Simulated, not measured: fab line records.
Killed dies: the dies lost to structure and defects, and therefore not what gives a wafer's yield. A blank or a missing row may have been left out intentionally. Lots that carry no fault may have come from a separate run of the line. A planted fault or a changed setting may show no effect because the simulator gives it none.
fab line records	flow nand-harc	part 1 of 2: steps 1 to 4 of 6
[record] lots = 22	wafers = 66	last-day = 24
route steps=1159 shown A_CHANNEL_HOLE_D1@465 A_CHANNEL_FILL_D1@507 A_STAIRCASE@530
lots that met no fault: from a run of the same line without faults
start-h: hours from the record's opening day to when the first of the lot's shown wafers began	wait-h: hours elapsed since this lot's preceding step	" repeats the value in the row above	L1.1+2: a single row standing in for several wafers	- no value, or no start was given	* or withheld: withheld	< > ~ a bound
route shown NAME@n: NAME is a module with steps in the file, n the number in the route of the first one	usual: mean/standard deviation taken from wafers without a fault	same: alike in all rows	chamber/n: place in a boat	sites: readings site by site	_std_site: their standard deviation	_edge_site: mean of outer sites minus mean of inner sites	radius-mm: for every site, how far away it sits from the centre of the wafer	mask NAME#n: copy n	behind: the tool/chamber that last shaped the wafer	hold: the reason the lot was held/the length of the hold in hours/how it ended	device: whichever transistor did not switch (one of n, p or np)	end of line: at the end of the route, the tests of the same wafers	a step given without rows: its recipe and nothing more	killed: at the first sort, the dies lost to defects and structure; wafer yield is something else	map: a wafer's dies, marking killed ones x, the rest . and places with no die _
set.NAME: the run value of the setting; set.NAME@STEP: its run value at that earlier step	model.NAME: the simulator's own value behind a step, which no gauge read
the route's steps for a sample of lots (tables are steps, rows are wafers)
services: from which hour (start-h, from the record's first day; less than 0 if before it) a tool's chamber was out of use, for how many hours, and why
[[steps]]
[step NHARC_A_CHANNEL_HOLE_D1_DESCUM_15]
[recipe] time-s = 3	o2-flow-sccm = 200	ar-flow-sccm = 0	bias-power-w = 0	chemistry = O2
[usual] drypump-motor-current-A = 5.7/0.49	oes-product-au = 1.001/0.0096	rf-vpp-V = 57.9/0.9	showerhead-plenum-p-Torr = 1.93/0.073	throttle-valve-pct = 11.311/0.0094
[same] bias-power-w = 0
lot.wafer	tool	chamber	start-h	wait-h	drypump-motor-current-A	oes-product-au	rf-hours-counter-h	rf-vpp-V	showerhead-plenum-p-Torr	throttle-valve-pct
L074.2	rie-diel-06	0	171.86	0.1	5.0	0.996	8	56.9	1.85	11.296
L074.6	"	2	"	"	5.7	0.997	-	57.7	1.86	11.310
L074.5	"	3	"	"	5.9	0.996	-	58.0	1.99	11.298
L075.1	rie-diel-11	1	184.04	0.1	6.1	0.986	11	58.1	1.99	11.305
L075.6	"	1	"	"	6.0	0.978	-	58.2	1.99	11.327
L075.5	"	2	"	"	6.3	1.003	-	57.7	1.99	11.318
L076.2	rie-diel-11	2	188.36	0.1	6.3	1.011	11	58.0	1.99	11.303
L076.4	"	0	"	"	6.3	1.001	12	58.8	1.92	11.312
L076.6	"	1	"	"	6.0	0.988	-	58.7	1.99	11.299
L077.2	rie-diel-04	2	188.93	0.1	6.5	0.998	3	57.0	2.00	11.324
L077.3	"	3	"	"	5.2	1.004	3	58.7	1.93	11.318
L077.5	"	1	"	"	5.3	0.998	-	57.6	1.89	11.306
L078.1	rie-diel-06	3	189.56	0.1	5.9	1.004	9	56.9	1.99	11.316
L078.6	"	2	"	"	5.8	1.002	-	58.8	1.86	11.305
L078.5	"	3	"	"	5.9	0.997	-	57.7	1.99	11.315
L079.2	rie-diel-06	3	214.05	0.1	5.9	1.002	11	58.5	1.99	11.312
L079.1	"	2	"	"	5.8	1.009	11	57.9	1.86	11.317
L079.4	"	3	"	"	5.9	0.999	-	59.4	1.99	11.301
L080.2	rie-diel-04	2	214.21	0.1	6.4	1.005	5	58.7	1.99	11.327
L080.1	"	0	"	"	5.4	0.995	4	58.8	2.04	11.320
L080.5	"	2	"	"	6.5	0.996	-	59.4	1.99	11.297
L082.4	rie-diel-04	3	221.93	0.1	5.2	1.004	6	57.1	1.93	11.305
L082.1	"	2	"	"	6.4	0.991	5	57.8	1.99	11.321
L082.6	"	0	"	"	5.4	0.994	-	58.1	2.04	11.307
L081.4	rie-diel-06	2	222.50	0.1	5.8	1.010	12	58.0	1.86	11.319
L081.1	"	1	"	"	5.2	0.987	11	57.7	1.78	11.305
L081.6	"	3	"	"	5.9	1.009	-	58.7	1.99	11.315
L083.1	rie-diel-06	3	222.66	0.1	5.9	1.003	12	58.4	1.99	11.315
L083.2	"	0	"	"	4.9	0.993	12	57.5	1.85	11.323
L083.5	"	0	"	"	5.0	0.996	-	55.4	1.85	11.289
L084.3	rie-diel-04	2	233.01	0.1	6.5	1.005	6	59.5	1.99	11.311
L084.2	"	3	"	"	5.2	1.011	7	55.8	1.93	11.328
L084.5	"	3	"	"	5.2	0.996	-	59.1	1.93	11.316
L087.3	rie-diel-11	3	247.71	0.1	5.6	1.004	1	57.2	1.91	11.315
L087.5	"	3	"	"	5.6	0.992	-	57.7	1.91	11.306
L087.6	"	0	"	"	6.3	0.993	-	57.6	1.91	11.303
L086.1	rie-diel-04	1	247.93	0.1	5.2	1.007	9	57.1	1.89	11.308
L086.3	"	2	"	"	6.5	1.000	8	58.2	1.99	11.316
L086.6	"	0	"	"	5.4	0.999	-	57.8	2.04	11.310
L085.1	rie-diel-11	1	248.18	0.1	6.0	0.979	2	56.9	1.99	11.305
L085.6	"	1	"	"	6.1	0.989	-	58.4	1.99	11.303
L085.5	"	2	"	"	6.2	1.013	-	59.5	1.99	11.314
L088.1	rie-diel-04	0	263.28	0.1	5.4	1.001	8	58.7	2.04	11.303
L088.4	"	1	"	"	5.2	0.990	10	56.1	1.89	11.326
L088.2	"	2	"	"	6.5	0.991	9	56.9	1.99	11.317
L089.1	rie-diel-06	0	263.59	0.1	4.9	0.999	1	57.4	1.85	11.330
L089.2	"	1	"	"	5.2	1.019	1	56.8	1.78	11.321
L089.5	"	3	"	"	5.9	1.000	-	58.1	1.99	11.304
L090.1	rie-diel-11	1	270.57	0.1	6.0	0.987	3	57.2	1.99	11.326
L090.3	"	0	"	"	6.3	1.004	3	57.7	1.91	11.305
L090.6	"	2	"	"	6.3	1.008	-	57.8	1.99	11.312
L091.1	rie-diel-11	0	279.59	0.1	6.3	0.989	4	57.5	1.91	11.326
L091.5	"	1	"	"	6.0	0.998	-	59.4	1.99	11.327
L091.6	"	0	"	"	6.3	0.997	-	57.6	1.91	11.311
L094.3	rie-diel-06	1	283.25	0.1	5.2	1.021	3	58.9	1.78	11.311
L094.1	"	3	"	"	5.9	0.998	3	59.4	1.98	11.309
L094.4	"	1	"	"	5.2	1.014	-	57.8	1.78	11.307
L095.2	rie-diel-11	3	294.17	0.1	5.6	1.003	4	59.3	1.91	11.316
L095.3	"	0	"	"	6.3	1.004	5	56.9	1.91	11.312
L095.1	"	1	"	"	6.1	0.991	6	56.8	1.98	11.316
L096.2	rie-diel-06	3	294.78	0.1	5.9	1.000	4	58.0	1.98	11.309
L096.4	"	3	"	"	6.0	0.990	-	58.1	1.98	11.313
L096.6	"	0	"	"	5.0	0.991	-	57.8	1.85	11.313
L097.1	rie-diel-06	3	314.78	0.1	5.9	1.000	7	57.8	1.98	11.318
L097.3	"	1	"	"	5.2	1.010	6	56.2	1.78	11.312
L097.5	"	1	"	"	5.2	1.029	-	57.8	1.78	11.325
[step NHARC_A_CHANNEL_HOLE_D1_ETCH_25]
[recipe] bias-v = 5000	source-w = withheld	pressure-mtorr = 20	time-s = 1040.2	ar-flow-sccm = 375	c4f8-flow-sccm = 93.8	o2-flow-sccm = 31.2	temp-c = -20	target-depth-a = 15000	chemistry = C4F8/O2/Ar
[usual] drypump-motor-current-A = 5.9/0.67	showerhead-plenum-p-Torr = 3.77/0.086	throttle-valve-pct = 32.236/0.0085
lot.wafer	tool	chamber	start-h	wait-h	drypump-motor-current-A	rf-hours-counter-h	showerhead-plenum-p-Torr	throttle-valve-pct
L074.2	har-etch-01	0	178.22	0.6	6.3	187	3.82	32.239
L074.5	"	0	"	"	6.3	-	3.82	32.229
L074.6	"	1	"	"	6.2	-	3.82	32.234
L075.1	har-etch-02	1	188.27	0.7	6.2	106	3.63	32.223
L075.6	"	0	"	"	4.6	-	3.87	32.224
L075.5	"	1	"	"	6.2	-	3.63	32.255
L076.2	har-etch-01	0	192.44	0.6	6.3	192	3.82	32.220
L076.4	"	1	"	"	6.2	-	3.82	32.237
L076.6	"	0	"	"	6.3	-	3.82	32.237
L077.2	har-etch-02	1	193.35	0.7	6.2	110	3.63	32.236
L077.3	"	0	"	"	4.6	-	3.87	32.224
L077.5	"	1	"	"	6.2	-	3.63	32.238
L078.1	har-etch-01	0	196.75	0.7	6.3	196	3.82	32.229
L078.6	"	1	"	"	6.2	-	3.82	32.236
L078.5	"	0	"	"	6.3	-	3.82	32.227
L080.1	har-etch-01	0	218.28	0.6	6.3	201	3.81	32.231
L080.2	"	1	"	"	6.2	201	3.81	32.248
L080.5	"	1	"	"	6.2	-	3.81	32.224
L079.1	har-etch-02	0	218.33	0.6	4.6	119	3.86	32.237
L079.2	"	1	"	"	6.2	119	3.62	32.262
L079.4	"	1	"	"	6.2	-	3.62	32.221
L082.1	har-etch-01	0	226.01	0.6	6.3	205	3.81	32.234
L082.4	"	0	"	"	6.3	-	3.81	32.229
L082.6	"	1	"	"	6.2	-	3.81	32.238
L081.1	har-etch-02	0	226.87	0.7	4.6	123	3.86	32.240
L081.4	"	1	"	"	6.2	-	3.62	32.227
L081.6	"	1	"	"	6.2	-	3.62	32.254
L083.1	har-etch-01	1	230.13	0.6	6.2	209	3.81	32.235
L083.2	"	0	"	"	6.3	209	3.81	32.232
L083.5	"	1	"	"	6.2	-	3.81	32.225
L084.2	har-etch-01	1	237.21	0.6	6.2	213	3.81	32.239
L084.3	"	1	"	"	6.2	-	3.81	32.244
L084.5	"	1	"	"	6.2	-	3.81	32.228
L086.1	har-etch-02	1	252.00	0.6	6.2	132	3.61	32.226
L086.3	"	0	"	"	4.6	-	3.85	32.234
L086.6	"	0	"	"	4.6	-	3.85	32.236
L087.3	har-etch-01	1	252.10	0.7	6.2	-	3.80	32.231
L087.5	"	1	"	"	6.2	-	3.80	32.252
L087.6	"	0	"	"	6.2	-	3.80	32.228
L085.1	har-etch-01	0	256.13	0.7	6.3	222	3.80	32.241
L085.5	"	1	"	"	6.2	-	3.80	32.253
L085.6	"	0	"	"	6.3	-	3.80	32.235
L088.2	har-etch-01	1	267.35	0.6	6.2	228	3.80	32.225
L088.1	"	0	"	"	6.3	228	3.80	32.243
L088.4	"	1	"	"	6.2	-	3.80	32.244
L089.2	har-etch-02	1	267.64	0.6	6.2	141	3.61	32.249
L089.1	"	0	"	"	4.7	141	3.85	32.250
L089.5	"	1	"	"	6.2	-	3.61	32.233
L090.1	har-etch-01	0	274.82	0.7	6.3	233	3.80	32.228
L090.3	"	0	"	"	6.3	-	3.80	32.246
L090.6	"	0	"	"	6.3	-	3.80	32.241
L091.1	har-etch-01	1	283.88	0.6	6.2	237	3.79	32.255
L091.5	"	1	"	"	6.2	-	3.79	32.234
L091.6	"	0	"	"	6.3	-	3.79	32.239
L094.1	har-etch-02	0	288.33	0.7	4.6	152	3.84	32.225
L094.4	"	1	"	"	6.2	-	3.60	32.240
L094.3	"	0	"	"	4.6	-	3.84	32.225
L095.1	har-etch-01	1	298.22	0.6	6.2	245	3.79	32.240
L095.2	"	0	"	"	6.3	245	3.79	32.222
L095.3	"	0	"	"	6.3	-	3.79	32.238
L096.2	har-etch-02	1	300.52	0.7	6.3	157	3.60	32.249
L096.4	"	0	"	"	4.6	-	3.84	32.227
L096.6	"	1	"	"	6.2	-	3.60	32.239
L097.1	har-etch-02	1	322.42	0.6	6.2	166	3.60	32.230
L097.3	"	1	"	"	6.2	-	3.60	32.233
L097.5	"	0	"	"	4.6	-	3.83	32.239
[step NHARC_A_CHANNEL_HOLE_D1_ETCH_26]
[recipe] bias-v = 300	source-w = 2000	pressure-mtorr = 30	time-s = 224.1	ar-flow-sccm = 375	c4f8-flow-sccm = 11.4	o2-flow-sccm = 113.6	temp-c = -20	target-depth-a = 3000	chemistry = C4F8/O2/Ar
[usual] bias-v = 299.9/2.9	drypump-motor-current-A = 5.9/0.66	showerhead-plenum-p-Torr = 3.83/0.091	throttle-valve-pct = 24.584/0.009
lot.wafer	tool	chamber	start-h	wait-h	bias-v	drypump-motor-current-A	rf-hours-counter-h	showerhead-plenum-p-Torr	throttle-valve-pct
L074.2	har-etch-01	0	179.11	0.7	302.0	6.3	187	3.88	24.588
L074.5	"	0	"	"	302.0	6.3	-	3.88	24.576
L074.6	"	1	"	"	296.1	6.2	-	3.88	24.575
L075.1	har-etch-02	1	189.05	0.6	301.3	6.2	107	3.67	24.584
L075.6	"	0	"	"	301.3	4.6	-	3.93	24.587
L075.5	"	1	"	"	296.0	6.2	-	3.67	24.573
L076.2	har-etch-01	0	193.31	0.7	306.1	6.3	193	3.88	24.590
L076.4	"	1	"	"	304.2	6.2	-	3.88	24.572
L076.6	"	0	"	"	302.0	6.3	-	3.88	24.576
L077.2	har-etch-02	1	194.10	0.6	302.3	6.2	111	3.67	24.574
L077.3	"	0	"	"	294.7	4.6	-	3.93	24.583
L077.5	"	1	"	"	304.8	6.2	-	3.67	24.605
L078.1	har-etch-01	0	197.52	0.6	300.0	6.3	197	3.87	24.583
L078.6	"	1	"	"	298.2	6.2	-	3.87	24.590
L078.5	"	0	"	"	300.3	6.3	-	3.87	24.588
L080.1	har-etch-01	0	219.16	0.7	298.4	6.3	202	3.87	24.584
L080.2	"	1	"	"	296.7	6.2	202	3.87	24.585
L080.5	"	1	"	"	298.6	6.1	-	3.87	24.580
L079.1	har-etch-02	0	219.21	0.7	303.9	4.6	119	3.92	24.594
L079.2	"	1	"	"	301.6	6.2	119	3.67	24.585
L079.4	"	1	"	"	304.6	6.2	-	3.67	24.587
L082.1	har-etch-01	0	226.87	0.7	298.1	6.3	206	3.87	24.607
L082.4	"	0	"	"	300.6	6.3	-	3.87	24.573
L082.6	"	1	"	"	298.9	6.2	-	3.87	24.587
L081.1	har-etch-02	0	227.63	0.6	306.2	4.6	123	3.92	24.585
L081.4	"	1	"	"	300.2	6.2	-	3.66	24.587
L081.6	"	1	"	"	297.4	6.2	-	3.66	24.583
L083.1	har-etch-01	1	231.02	0.7	298.9	6.2	210	3.87	24.587
L083.2	"	0	"	"	298.3	6.3	210	3.87	24.590
L083.5	"	1	"	"	300.0	6.2	-	3.87	24.587
L084.2	har-etch-01	1	237.97	0.6	305.6	6.2	214	3.86	24.575
L084.3	"	1	"	"	305.8	6.2	-	3.86	24.584
L084.5	"	1	"	"	305.4	6.2	-	3.86	24.597
L087.3	har-etch-01	1	252.76	0.5	295.9	6.2	-	3.86	24.571
L087.5	"	1	"	"	299.6	6.2	-	3.86	24.592
L087.6	"	0	"	"	300.6	6.3	-	3.86	24.590
L086.1	har-etch-02	1	252.88	0.7	301.8	6.2	133	3.66	24.579
L086.3	"	0	"	"	297.2	4.6	-	3.91	24.592
L086.6	"	0	"	"	296.1	4.6	-	3.91	24.600
L085.1	har-etch-01	0	256.89	0.6	296.2	6.3	223	3.86	24.592
L085.5	"	1	"	"	297.7	6.2	-	3.86	24.590
L085.6	"	0	"	"	298.9	6.3	-	3.86	24.593
L088.2	har-etch-01	1	268.21	0.7	300.7	6.2	228	3.86	24.580
L088.1	"	0	"	"	302.5	6.3	228	3.86	24.569
L088.4	"	1	"	"	300.1	6.2	-	3.86	24.583
L089.2	har-etch-02	1	268.51	0.7	299.7	6.2	142	3.65	24.573
L089.1	"	0	"	"	299.2	4.6	142	3.91	24.581
L089.5	"	1	"	"	299.4	6.2	-	3.65	24.574
L090.1	har-etch-01	0	275.59	0.6	295.0	6.3	234	3.85	24.574
L090.3	"	0	"	"	297.5	6.3	-	3.85	24.582
L090.6	"	0	"	"	297.4	6.3	-	3.85	24.589
L091.1	har-etch-01	1	284.78	0.7	301.0	6.2	238	3.85	24.586
L091.5	"	1	"	"	298.1	6.2	-	3.85	24.577
L091.6	"	0	"	"	303.1	6.3	-	3.85	24.583
L094.1	har-etch-02	0	289.10	0.6	300.5	4.6	152	3.90	24.563
L094.4	"	1	"	"	295.1	6.2	-	3.65	24.583
L094.3	"	0	"	"	299.7	4.6	-	3.90	24.580
L095.1	har-etch-01	1	299.10	0.7	300.0	6.2	246	3.85	24.571
L095.2	"	0	"	"	295.6	6.3	246	3.85	24.579
L095.3	"	0	"	"	294.8	6.3	-	3.85	24.580
L096.2	har-etch-02	1	301.28	0.6	297.0	6.2	158	3.65	24.583
L096.4	"	0	"	"	301.2	4.6	-	3.90	24.593
L096.6	"	1	"	"	296.6	6.2	-	3.65	24.594
L097.1	har-etch-02	1	323.29	0.7	299.7	6.2	167	3.64	24.596
L097.3	"	1	"	"	297.0	6.2	-	3.64	24.592
L097.5	"	0	"	"	298.7	4.6	-	3.89	24.593
[step NHARC_A_CHANNEL_FILL_D1_ALD_25]
[recipe] target-thk-a = 600	pulse-time-s = 10	ald-cycles = 600	temp-c = 300	material = SiOx
[usual] heater-power-w = 487/52	precursor-pulse-height-rel = 0.998/0.02
lot.wafer	tool	chamber	start-h	wait-h	heater-power-w	precursor-pulse-height-rel
L074.2	ald-hk-02	0	222.26	1.9	401	0.988
L074.5	"	1	"	"	536	0.990
L074.6	"	2	"	"	514	0.997
L075.1	ald-hk-04	2	228.64	1.3	496	0.991
L075.5	"	0	229.85	2.5	436	1.026
L075.6	"	1	"	"	460	0.997
L077.3	ald-hk-03	2	232.88	0.1	496	0.994
L077.2	"	3	"	"	388	1.035
L077.5	"	2	235.36	2.5	488	1.018
L076.4	ald-hk-04	3	232.89	0.1	532	0.966
L076.2	"	1	234.13	1.3	470	0.985
L076.6	"	0	235.99	3.2	423	0.975
L078.1	ald-hk-02	1	237.32	4.5	536	0.990
L078.5	"	2	"	"	504	0.994
L078.6	"	3	"	"	558	1.010
L080.2	ald-hk-03	2	261.09	0.7	500	0.961
L080.1	"	0	262.33	1.9	483	1.014
L080.5	"	1	"	"	492	0.952
L079.4	ald-hk-04	2	261.09	0.7	508	1.001
L079.2	"	3	"	"	540	0.973
L079.1	"	0	"	"	433	1.004
L082.4	ald-hk-02	2	267.00	0.0	511	0.999
L082.1	"	3	"	"	572	1.031
L082.6	"	3	270.09	3.1	556	0.993
L081.4	ald-hk-04	2	267.63	0.7	499	0.993
L081.1	"	0	268.87	1.9	429	1.014
L081.6	"	1	"	"	460	1.007
L083.2	ald-hk-03	2	272.46	0.1	505	0.978
L083.1	"	0	273.70	1.3	491	1.005
L083.5	"	2	274.93	2.5	514	0.994
L084.2	ald-hk-02	3	276.31	0.1	541	1.039
L084.3	"	1	277.55	1.3	538	0.986
L084.5	"	3	278.79	2.5	558	1.022
L087.3	ald-hk-04	1	293.69	0.1	467	0.977
L087.6	"	1	296.18	2.5	483	0.973
L087.5	"	2	"	"	493	1.006
L085.1	ald-hk-03	1	296.84	3.2	507	0.973
L085.5	"	3	299.28	5.6	392	0.987
L085.6	"	0	300.51	6.9	486	0.999
L086.1	ald-hk-02	2	297.66	4.0	504	1.024
L086.3	"	0	300.10	6.4	411	1.011
L086.6	"	1	301.32	7.7	539	0.990
L088.4	ald-hk-02	3	306.81	0.0	540	1.005
L088.2	"	1	308.05	1.3	543	0.986
L088.1	"	2	"	"	504	1.011
L089.2	ald-hk-04	1	306.81	0.1	472	0.993
L089.1	"	0	308.63	1.9	430	0.989
L089.5	"	1	"	"	467	0.988
L090.3	ald-hk-02	1	314.51	0.7	556	1.008
L090.1	"	3	315.76	1.9	535	1.012
L090.6	"	1	317.01	3.2	539	1.025
L094.3	ald-hk-04	3	327.88	0.7	534	1.030
L094.1	"	0	"	"	424	1.015
L094.4	"	1	"	"	483	0.989
L091.1	ald-hk-04	2	332.14	4.9	495	1.008
L091.5	"	0	333.39	6.2	435	1.012
L091.6	"	1	"	"	467	0.995
L095.3	ald-hk-03	2	340.78	0.1	499	0.985
L095.2	"	3	"	"	390	0.991
L095.1	"	1	342.61	1.9	488	0.989
L096.4	ald-hk-02	0	341.39	0.7	408	0.990
L096.2	"	2	342.60	1.9	513	0.977
L096.6	"	3	"	"	550	1.025
L097.1	ald-hk-04	0	363.96	0.7	443	0.965
L097.3	"	1	"	"	464	1.003
L097.5	"	0	366.40	3.1	444	0.975
